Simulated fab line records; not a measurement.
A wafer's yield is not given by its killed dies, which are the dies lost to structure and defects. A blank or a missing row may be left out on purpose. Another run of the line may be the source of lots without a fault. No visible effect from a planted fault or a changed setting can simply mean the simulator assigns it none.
fab line records | flow nand-harc | part 1 of 2: steps 1 to 18 of 24
[record] lots = 5 wafers = 15 last-day = 21
route steps=1159 shown A_CHANNEL_HOLE_D1@455
lots with no fault: from the same line, run without faults
start-h: hours from the record's first day to the start of the lot's first wafer shown | wait-h: hours elapsed since this lot's preceding step | " as in the row above | L1.1+2: one row covering several wafers at once | - no value, or no start was given | * or withheld: withheld | < > ~ a bound
route shown NAME@n: names a module that has steps shown in the file, with the first one's number in the route | usual: the fault-free wafers' mean and standard deviation | same: alike in all rows | chamber/n: place in a boat | sites: per-site readings | _std_site: their standard deviation | _edge_site: mean of outer sites minus mean of inner sites | radius-mm: how far each site lies from the wafer's centre | mask NAME#n: copy n | behind: the last tool/chamber to shape the wafer | hold: the reason the lot was held/the length of the hold in hours/how it ended | device: the transistor (n, p or np) that didn't switch | end of line: tests run on the same wafers once the route is complete | a step without rows: its recipe alone | killed: the dies lost at the first sort to structure and to defects; this is not the yield of the wafer | map: shows each die of a wafer: x if killed, . if not, _ if none is there
set.NAME: the setting that was run; set.NAME@STEP: the one run at that earlier step | model.NAME: the simulator's own value behind a step, which no gauge read
lots at some steps of the route; a table a step, a row a wafer
services: when a tool's chamber went out of use (start-h, in hours from the record's first day, below 0 if earlier), for how many hours, and the reason
[[steps]]
[step NHARC_A_CHANNEL_HOLE_D1_COAT_37]
[recipe] temp-c = 225 time-s = 65
[usual] chill-plate-temp-C = 22.99/0.089
// columns lot.wafer tool chamber start-h wait-h chill-plate-temp-C
L074.3 litho-track-04 0 - - 23.03
L074.4 " 0 " " 23.16
L074.6 " 0 " " 22.90
L075.2 litho-track-01 0 - - 22.98
L075.3 " 0 " " 22.89
L075.5 " 0 " " 22.72
L081.2 litho-track-04 0 - - 22.94
L081.4 " 0 " " 22.93
L081.5 " 0 " " 22.96
L082.3 litho-track-04 0 - - 22.93
L082.5 " 0 " " 23.01
L082.6 " 0 " " 22.92
L088.2 litho-track-04 0 - - 22.78
L088.4 " 0 " " 22.96
L088.6 " 0 " " 22.85
[step NHARC_A_CHANNEL_HOLE_D1_COAT_04]
[recipe] spin-rpm = 1500 resist-thk-nm = 90
[usual] chill-plate-temp-C = 23.00/0.11
// columns lot.wafer tool chamber start-h wait-h chill-plate-temp-C
L074.3 litho-track-04 0 - - 23.12
L074.4 " 0 " " 23.09
L074.6 " 0 " " 22.95
L075.2 litho-track-01 0 - - 22.91
L075.3 " 0 " " 22.80
L075.5 " 0 " " 22.81
L081.2 litho-track-04 0 - - 22.96
L081.4 " 0 " " 22.95
L081.5 " 0 " " 22.90
L082.3 litho-track-04 0 - - 23.02
L082.5 " 0 " " 23.03
L082.6 " 0 " " 22.78
L088.2 litho-track-04 0 - - 23.03
L088.4 " 0 " " 23.06
L088.6 " 0 " " 23.01
[step NHARC_A_CHANNEL_HOLE_D1_SOFTBAKE_05]
[recipe] temp-c = 105 time-s = 55
[usual] chill-plate-temp-C = 23.02/0.098
// columns lot.wafer tool chamber start-h wait-h chill-plate-temp-C
L074.3 litho-track-04 0 - - 23.08
L074.4 " 0 " " 22.94
L074.6 " 0 " " 22.99
L075.2 litho-track-01 0 - - 22.94
L075.3 " 0 " " 23.12
L075.5 " 0 " " 23.13
L081.2 litho-track-04 0 - - 22.97
L081.4 " 0 " " 23.09
L081.5 " 0 " " 23.21
L082.3 litho-track-04 0 - - 22.98
L082.5 " 0 " " 22.93
L082.6 " 0 " " 23.14
L088.2 litho-track-04 0 - - 23.16
L088.4 " 0 " " 23.15
L088.6 " 0 " " 22.96
[step NHARC_A_CHANNEL_HOLE_D1_EBR_06]
[usual] chill-plate-temp-C = 23.02/0.1
// columns lot.wafer tool chamber start-h wait-h chill-plate-temp-C
L074.3 litho-track-04 0 - - 23.01
L074.4 " 0 " " 23.22
L074.6 " 0 " " 23.14
L075.2 litho-track-01 0 - - 22.98
L075.3 " 0 " " 22.89
L075.5 " 0 " " 22.85
L081.2 litho-track-04 0 - - 22.92
L081.4 " 0 " " 22.94
L081.5 " 0 " " 22.90
L082.3 litho-track-04 0 - - 23.06
L082.5 " 0 " " 23.12
L082.6 " 0 " " 23.10
L088.2 litho-track-04 0 - - 23.08
L088.4 " 0 " " 22.95
L088.6 " 0 " " 22.92
[step NHARC_A_CHANNEL_HOLE_D1_EXPOSE_07]
[recipe] na = 1.35 target-cd-nm = 100 sigma-outer = 0.3 dose-mj = 59.65 mask-id = HOLE_D1
// columns lot.wafer tool chamber start-h wait-h mask
L074.3+4+6 arfi-scanner-01 0 184.17 - HOLE_D1#0
L075.2+3+5 arfi-scanner-02 0 184.31 - HOLE_D1#0
L081.2+4+5 arfi-scanner-01 0 210.11 - HOLE_D1#0
L082.3+5+6 arfi-scanner-01 0 229.87 - HOLE_D1#0
L088.2+4+6 arfi-scanner-02 0 249.14 - HOLE_D1#0
[step NHARC_A_CHANNEL_HOLE_D1_PEB_08]
[recipe] peb-temp-c = 100 peb-time-s = 65
[usual] chill-plate-temp-C = 23.01/0.098
// columns lot.wafer tool chamber start-h wait-h chill-plate-temp-C
L074.3 litho-track-06 0 184.22 0.0 22.90
L074.4 " 0 " " 23.07
L074.6 " 0 " " 23.10
L075.2 litho-track-04 0 184.37 0.1 22.77
L075.3 " 0 " " 23.06
L075.5 " 0 " " 22.99
L081.2 litho-track-01 0 210.17 0.1 22.99
L081.4 " 0 " " 23.12
L081.5 " 0 " " 22.95
L082.3 litho-track-01 0 229.92 0.0 23.17
L082.5 " 0 " " 23.15
L082.6 " 0 " " 23.10
L088.2 litho-track-04 0 249.19 0.1 22.96
L088.4 " 0 " " 23.10
L088.6 " 0 " " 23.01
[step NHARC_A_CHANNEL_HOLE_D1_DEVELOP_09]
[recipe] develop-time-s = 35 dev-temp-c = 23
[usual] chill-plate-temp-C = 23.02/0.11
// columns lot.wafer tool chamber start-h wait-h chill-plate-temp-C
L074.3 litho-track-06 0 - - 22.94
L074.4 " 0 " " 23.17
L074.6 " 0 " " 22.97
L075.2 litho-track-04 0 - - 22.96
L075.3 " 0 " " 23.01
L075.5 " 0 " " 22.96
L081.2 litho-track-01 0 - - 22.81
L081.4 " 0 " " 22.92
L081.5 " 0 " " 22.99
L082.3 litho-track-01 0 - - 23.25
L082.5 " 0 " " 23.06
L082.6 " 0 " " 23.10
L088.2 litho-track-04 0 - - 23.29
L088.4 " 0 " " 23.17
L088.6 " 0 " " 23.26
[step NHARC_A_CHANNEL_HOLE_D1_CD_MEAS_10]
[recipe] target-cd-nm = 100 landing-energy-ev = 500
[usual] cd-nm = 99.9/0.69
// columns lot.wafer tool chamber start-h wait-h cd-nm
L074.3 cd-sem-02 0 184.30 - 98.9
L074.4 " 0 " " 98.2
L074.6 " 0 " " 99.2
L075.2 cd-sem-03 0 184.45 - 100.4
L075.3 " 0 " " 100.2
L075.5 " 0 " " 101.5
L081.2 cd-sem-02 0 210.25 - 100.9
L081.4 " 0 " " 100.2
L081.5 " 0 " " 101.1
L082.3 cd-sem-02 0 230.00 - 100.2
L082.5 " 0 " " 99.8
L082.6 " 0 " " 99.9
L088.2 cd-sem-03 0 249.28 - 101.0
L088.4 " 0 " " 100.3
L088.6 " 0 " " 100.1
[step NHARC_A_CHANNEL_HOLE_D1_OVL_MEAS_11]
[usual] overlay-x-nm = -0.2/0.83 overlay-y-nm = 0.0/0.74
// columns lot.wafer tool chamber start-h wait-h overlay-x-nm overlay-y-nm
L074.3 overlay-02 - 184.39 - 0.7 -0.3
L074.4 " - " " 0.1 0.2
L074.6 " - " " 0.4 -0.1
L075.2 overlay-01 - 184.54 - 0.4 1.0
L075.3 " - " " 0.0 0.1
L075.5 " - " " -0.4 0.7
L081.2 overlay-02 - 210.34 - 0.5 0.5
L081.4 " - " " 0.8 0.4
L081.5 " - " " 0.2 0.3
L082.3 overlay-02 - 230.09 - -1.0 -1.0
L082.5 " - " " -0.4 -1.5
L082.6 " - " " -0.7 -1.3
L088.2 overlay-01 - 249.36 - 0.1 1.6
L088.4 " - " " -0.3 1.8
L088.6 " - " " -0.5 2.1
[step NHARC_A_CHANNEL_HOLE_D1_INSPECT_12]
[usual] raw-defect-count = 6.0/2.8
// columns lot.wafer tool chamber start-h wait-h raw-defect-count
L074.3 defect-inspect-01 - 184.42 0.0 8
L074.4 " - " " 7
L074.6 " - " " 7
L075.2 defect-inspect-02 - 184.58 0.0 5
L075.3 " - " " 8
L075.5 " - " " 12
L081.2 defect-inspect-02 - 210.37 0.0 2
L081.4 " - " " 1
L081.5 " - " " 3
L082.3 defect-inspect-01 - 230.12 0.0 8
L082.5 " - " " 5
L082.6 " - " " 4
L088.2 defect-inspect-01 - 249.40 0.0 9
L088.4 " - " " 9
L088.6 " - " " 1
[step NHARC_A_CHANNEL_HOLE_D1_DESCUM_15]
[recipe] time-s = 3 o2-flow-sccm = 200 ar-flow-sccm = 0 bias-power-w = 0 chemistry = O2
[usual] drypump-motor-current-A = 5.7/0.4 oes-product-au = 1.000/0.012 rf-vpp-V = 57.8/0.87 showerhead-plenum-p-Torr = 1.93/0.073 throttle-valve-pct = 11.311/0.0085
// columns lot.wafer tool chamber start-h wait-h drypump-motor-current-A oes-product-au rf-hours-counter-h rf-vpp-V showerhead-plenum-p-Torr throttle-valve-pct
L074.3 rie-diel-03 3 184.49 0.1 5.7 0.988 9 58.0 1.81 11.313
L074.4 " 0 " " 6.4 0.989 7 57.1 1.98 11.328
L074.6 " 2 " " 5.7 0.984 - 57.0 1.88 11.305
L075.3 rie-diel-11 2 184.65 0.1 5.6 1.013 11 57.2 1.98 11.316
L075.2 " 0 " " 5.4 1.023 10 58.0 2.01 11.316
L075.5 " 2 " " 5.6 1.007 - 57.2 1.98 11.311
L081.4 rie-diel-11 0 210.43 0.1 5.4 1.000 0 57.7 2.01 11.320
L081.2 " 3 " " 5.4 0.994 0 57.6 1.94 11.314
L081.5 " 1 " " 5.2 0.983 - 58.1 1.93 11.323
L082.3 rie-diel-11 0 230.20 0.1 5.3 1.014 2 58.0 2.01 11.303
L082.6 " 2 " " 5.6 1.007 - 58.0 1.97 11.306
L082.5 " 3 " " 5.4 1.001 - 56.7 1.94 11.320
L088.2 rie-diel-03 1 249.46 0.1 5.2 0.993 1 58.0 1.91 11.319
L088.4 " 2 " " 5.8 1.004 1 55.9 1.88 11.306
L088.6 " 2 " " 5.8 1.005 - 57.4 1.88 11.312
[step NHARC_A_CHANNEL_HOLE_D1_ETCH_38]
[recipe] target-depth-a = 390 over-etch-frac = 0.3 time-s = 65 ion-energy-ev = 80 cf4-flow-sccm = 150 ar-flow-sccm = 0 rf-w = 300 bias-w = 100 chemistry = CF4
[usual] drypump-motor-current-A = 5.7/0.41 oes-product-au = 1.000/0.013 rf-fwd-power-W = 297.8/1.1 rf-vpp-V = 151.5/1 showerhead-plenum-p-Torr = 1.79/0.062 throttle-valve-pct = 13.284/0.0085
// columns lot.wafer tool chamber start-h wait-h drypump-motor-current-A oes-product-au rf-fwd-power-W rf-hours-counter-h rf-vpp-V showerhead-plenum-p-Torr throttle-valve-pct
L074.4 rie-diel-03 1 184.57 0.1 5.3 0.997 297.4 8 151.6 1.76 13.286
L074.3 " 3 " " 5.6 0.977 297.3 9 149.3 1.68 13.286
L074.6 " 0 " " 6.4 0.983 298.5 - 152.7 1.83 13.283
L075.2 rie-diel-11 1 184.73 0.1 5.2 1.022 298.7 11 151.6 1.79 13.293
L075.3 " 3 " " 5.4 1.014 294.5 12 151.4 1.79 13.287
L075.5 " 1 " " 5.2 1.022 298.7 - 150.5 1.79 13.289
L081.2 rie-diel-11 2 210.53 0.1 5.6 1.002 297.8 0 152.0 1.82 13.299
L081.4 " 3 " " 5.4 0.998 296.4 0 150.7 1.79 13.270
L081.5 " 0 " " 5.4 1.016 298.6 - 153.1 1.85 13.277
L082.3 rie-diel-11 2 230.28 0.1 5.5 1.006 296.7 2 151.8 1.82 13.288
L082.6 " 0 " " 5.4 0.998 296.8 - 151.8 1.85 13.282
L082.5 " 1 " " 5.2 0.990 297.0 - 150.2 1.79 13.280
L088.4 rie-diel-03 1 249.54 0.1 5.2 1.001 295.8 1 151.8 1.76 13.283
L088.2 " 3 " " 5.7 0.995 298.9 2 149.6 1.68 13.284
L088.6 " 1 " " 5.2 0.987 295.0 - 149.8 1.76 13.302
[step NHARC_A_CHANNEL_HOLE_D1_ETCH_39]
[recipe] target-depth-a = 2600 over-etch-frac = 0.3 time-s = 325 ion-energy-ev = 200 n2-flow-sccm = 150 h2-flow-sccm = 150 ar-flow-sccm = 0 rf-w = 400 bias-w = 150 chemistry = N2/H2
[usual] drypump-motor-current-A = 5.7/0.42 oes-product-au = 1.001/0.011 rf-fwd-power-W = 399.2/1.1 rf-vpp-V = 431.0/2.3 showerhead-plenum-p-Torr = 2.06/0.078 throttle-valve-pct = 14.171/0.0089
// columns lot.wafer tool chamber start-h wait-h drypump-motor-current-A oes-product-au rf-fwd-power-W rf-hours-counter-h rf-vpp-V showerhead-plenum-p-Torr throttle-valve-pct
L074.3 rie-diel-03 1 - - 5.2 1.005 398.4 8 431.3 2.03 14.171
L074.4 " 3 " " 5.7 0.992 399.2 9 426.9 1.93 14.188
L074.6 " 1 " " 5.2 1.009 398.7 - 432.0 2.03 14.172
L075.3 rie-diel-11 3 - - 5.4 1.002 397.8 12 429.2 2.07 14.155
L075.2 " 1 " " 5.2 1.010 398.8 11 430.1 2.06 14.171
L075.5 " 3 " " 5.4 1.004 397.8 - 432.9 2.07 14.162
L081.4 rie-diel-11 1 - - 5.2 0.989 398.5 0 431.9 2.06 14.170
L081.2 " 2 " " 5.5 1.008 400.1 0 431.8 2.11 14.151
L081.5 " 2 " " 5.6 1.013 401.4 - 434.6 2.11 14.162
L082.3 rie-diel-11 3 - - 5.4 0.998 398.0 2 431.9 2.07 14.152
L082.5 " 0 " " 5.4 1.007 397.1 - 431.9 2.14 14.171
L082.6 " 1 " " 5.2 0.988 399.1 - 431.1 2.06 14.173
L088.2 rie-diel-03 3 - - 5.6 0.996 397.7 2 427.4 1.92 14.163
L088.4 " 0 " " 6.4 1.027 400.6 2 433.6 2.11 14.175
L088.6 " 2 " " 5.7 0.993 400.8 - 430.8 2.00 14.175
[step NHARC_A_CHANNEL_HOLE_D1_ETCH_34]
[recipe] target-depth-a = 1540 time-s = 77 cf4-flow-sccm = 100 chf3-flow-sccm = 30 ar-flow-sccm = 0 rf-w = 500 bias-w = 200 chemistry = CF4/CHF3
[usual] drypump-motor-current-A = 5.7/0.43 oes-product-au = 0.948/0.027 rf-fwd-power-W = 496.9/2 rf-vpp-V = 371.1/2 showerhead-plenum-p-Torr = 1.59/0.056 throttle-valve-pct = 16.803/0.0091
// columns lot.wafer tool chamber start-h wait-h drypump-motor-current-A oes-product-au rf-fwd-power-W rf-hours-counter-h rf-vpp-V showerhead-plenum-p-Torr throttle-valve-pct
L074.3 rie-diel-03 1 - - 5.2 0.927 494.6 8 370.6 1.57 16.813
L074.4 " 2 " " 5.7 0.909 494.3 8 369.4 1.55 16.800
L074.6 " 0 " " 6.4 0.924 497.4 - 371.5 1.63 16.819
L075.2 rie-diel-11 2 - - 5.6 0.942 497.4 11 373.5 1.62 16.795
L075.3 " 3 " " 5.4 0.931 493.6 12 371.3 1.60 16.788
L075.5 " 2 " " 5.6 0.929 495.8 - 372.7 1.62 16.816
L081.4 rie-diel-11 0 - - 5.4 0.966 494.2 0 372.2 1.65 16.805
L081.2 " 1 " " 5.2 0.957 496.8 0 371.6 1.59 16.805
L081.5 " 0 " " 5.4 0.978 493.8 - 372.9 1.65 16.812
L082.3 rie-diel-11 2 - - 5.5 0.971 498.2 2 371.0 1.62 16.802
L082.5 " 1 " " 5.2 0.971 500.1 - 370.5 1.59 16.815
L082.6 " 2 " " 5.6 0.973 496.3 - 372.6 1.62 16.804
L088.4 rie-diel-03 2 - - 5.7 0.921 495.8 2 368.3 1.55 16.794
L088.2 " 3 " " 5.6 0.920 498.4 2 368.6 1.49 16.794
L088.6 " 2 " " 5.7 0.930 497.0 - 369.7 1.55 16.794
[step NHARC_A_CHANNEL_HOLE_D1_ETCH_16]
[recipe] target-depth-a = 31000 over-etch-frac = 0.3 time-s = 806 ion-energy-ev = 150 o2-flow-sccm = 400 cos-flow-sccm = 20 ar-flow-sccm = 0 rf-w = 500 bias-w = 300 chemistry = O2/COS
[usual] drypump-motor-current-A = 5.7/0.42 oes-product-au = 1.001/0.012 rf-fwd-power-W = 499.7/1.4 rf-vpp-V = 314.5/1.8 showerhead-plenum-p-Torr = 3.15/0.11 throttle-valve-pct = 28.331/0.0094
// columns lot.wafer tool chamber start-h wait-h drypump-motor-current-A oes-product-au rf-fwd-power-W rf-hours-counter-h rf-vpp-V showerhead-plenum-p-Torr throttle-valve-pct
L074.3 rie-diel-03 0 - - 6.4 0.983 500.3 7 315.7 3.23 28.337
L074.4 " 1 " " 5.2 1.002 500.2 8 314.1 3.11 28.324
L074.6 " 0 " " 6.4 0.989 499.8 - 316.5 3.23 28.320
L075.2 rie-diel-11 1 - - 5.2 1.020 500.6 12 313.6 3.15 28.325
L075.3 " 0 " " 5.4 1.019 499.8 11 317.0 3.27 28.330
L075.5 " 2 " " 5.6 1.005 499.7 - 315.6 3.22 28.338
L081.2 rie-diel-11 0 - - 5.4 1.014 500.1 1 318.2 3.27 28.326
L081.4 " 1 " " 5.2 0.997 499.5 1 314.8 3.15 28.345
L081.5 " 3 " " 5.4 1.005 500.5 - 314.4 3.17 28.345
L082.3 rie-diel-11 2 - - 5.6 1.008 500.9 2 315.8 3.22 28.350
L082.6 " 1 " " 5.2 0.985 499.1 - 313.8 3.15 28.350
L082.5 " 2 " " 5.6 1.012 502.0 - 315.7 3.22 28.335
L088.4 rie-diel-03 1 - - 5.3 0.995 502.9 2 313.0 3.11 28.319
L088.2 " 2 " " 5.8 1.003 499.0 2 313.0 3.07 28.320
L088.6 " 2 " " 5.8 1.006 500.2 - 313.5 3.07 28.325
[step NHARC_A_CHANNEL_HOLE_D1_CD_MEAS_18]
[usual] cd-nm = 99.7/2.8
// columns lot.wafer tool chamber start-h wait-h cd-nm
L074.3 cd-sem-03 - 185.59 - 96.6
L074.4 " - " " 92.9
L074.6 " - " " 97.1
L075.2 cd-sem-03 - 185.75 - 96.6
L075.3 " - " " 95.9
L075.5 " - " " 99.8
L081.2 cd-sem-01 - 211.55 - 94.3
L081.4 " - " " 104.1
L081.5 " - " " 97.9
L082.3 cd-sem-03 - 231.30 - 100.5
L082.5 " - " " 102.0
L082.6 " - " " 105.0
L088.2 cd-sem-03 - 250.56 - 101.1
L088.4 " - " " 101.1
L088.6 " - " " 103.0
[step NHARC_A_CHANNEL_HOLE_D1_ETCH_19]
[recipe] bias-v = 1200 source-w = 2500 pressure-mtorr = 15 time-s = 34.5 ar-flow-sccm = 375 c4f8-flow-sccm = 28.8 o2-flow-sccm = 96.2 temp-c = -20 target-depth-a = * chemistry = C4F8/O2/Ar
[usual] drypump-motor-current-A = 5.8/0.52 rf-fwd-power-W = 2450/16 showerhead-plenum-p-Torr = 3.79/0.075 throttle-valve-pct = 37.039/0.0088
// columns lot.wafer tool chamber start-h wait-h drypump-motor-current-A rf-fwd-power-W rf-hours-counter-h showerhead-plenum-p-Torr throttle-valve-pct
L074.3 har-etch-01 1 185.70 0.1 6.6 2468 - 3.87 37.040
L074.4 " 0 " " 5.5 2459 - 3.87 37.024
L074.6 " 0 " " 5.5 2455 - 3.87 37.034
L075.2 har-etch-02 0 185.84 0.1 5.9 2435 100 3.82 37.042
L075.3 " 1 " " 5.2 2435 - 3.69 37.043
L075.5 " 1 " " 5.2 2433 - 3.69 37.046
L081.2 har-etch-02 1 211.63 0.1 5.2 2441 114 3.69 37.042
L081.4 " 0 " " 5.8 2422 - 3.81 37.048
L081.5 " 0 " " 5.8 2432 - 3.81 37.036
L082.3 har-etch-02 0 231.43 0.1 5.9 2444 - 3.81 37.036
L082.5 " 1 " " 5.2 2438 - 3.68 37.033
L082.6 " 0 " " 5.8 2441 - 3.81 37.050
L088.2 har-etch-01 0 250.63 0.1 5.5 2469 226 3.85 37.027
L088.4 " 0 " " 5.5 2477 - 3.85 37.030
L088.6 " 1 " " 6.6 2478 - 3.85 37.029
[step NHARC_A_CHANNEL_HOLE_D1_ETCH_20]
[recipe] bias-v = 3000 source-w = withheld pressure-mtorr = 20 time-s = 361.9 ar-flow-sccm = 375 c4f8-flow-sccm = 89.3 o2-flow-sccm = 35.7 temp-c = -20 target-depth-a = 16000 chemistry = C4F8/O2/Ar
[usual] drypump-motor-current-A = 5.8/0.52 showerhead-plenum-p-Torr = 3.75/0.072 throttle-valve-pct = 32.155/0.011
// columns lot.wafer tool chamber start-h wait-h drypump-motor-current-A rf-hours-counter-h showerhead-plenum-p-Torr throttle-valve-pct
L074.3 har-etch-01 1 185.88 0.2 6.6 - 3.82 32.156
L074.4 " 0 " " 5.5 - 3.82 32.155
L074.6 " 0 " " 5.5 - 3.82 32.169
L075.2 har-etch-02 0 185.98 0.1 5.8 101 3.77 32.173
L075.3 " 1 " " 5.2 - 3.65 32.156
L075.5 " 1 " " 5.2 - 3.65 32.143
L081.2 har-etch-02 1 211.74 0.1 5.2 114 3.65 32.146
L081.4 " 0 " " 5.9 - 3.77 32.156
L081.5 " 0 " " 5.9 - 3.77 32.139
L082.3 har-etch-02 0 231.64 0.2 5.8 - 3.76 32.164
L082.5 " 1 " " 5.2 - 3.64 32.149
L082.6 " 0 " " 5.8 - 3.76 32.126
L088.2 har-etch-01 0 250.75 0.1 5.5 226 3.81 32.150
L088.4 " 0 " " 5.5 - 3.81 32.157
L088.6 " 1 " " 6.6 - 3.80 32.139
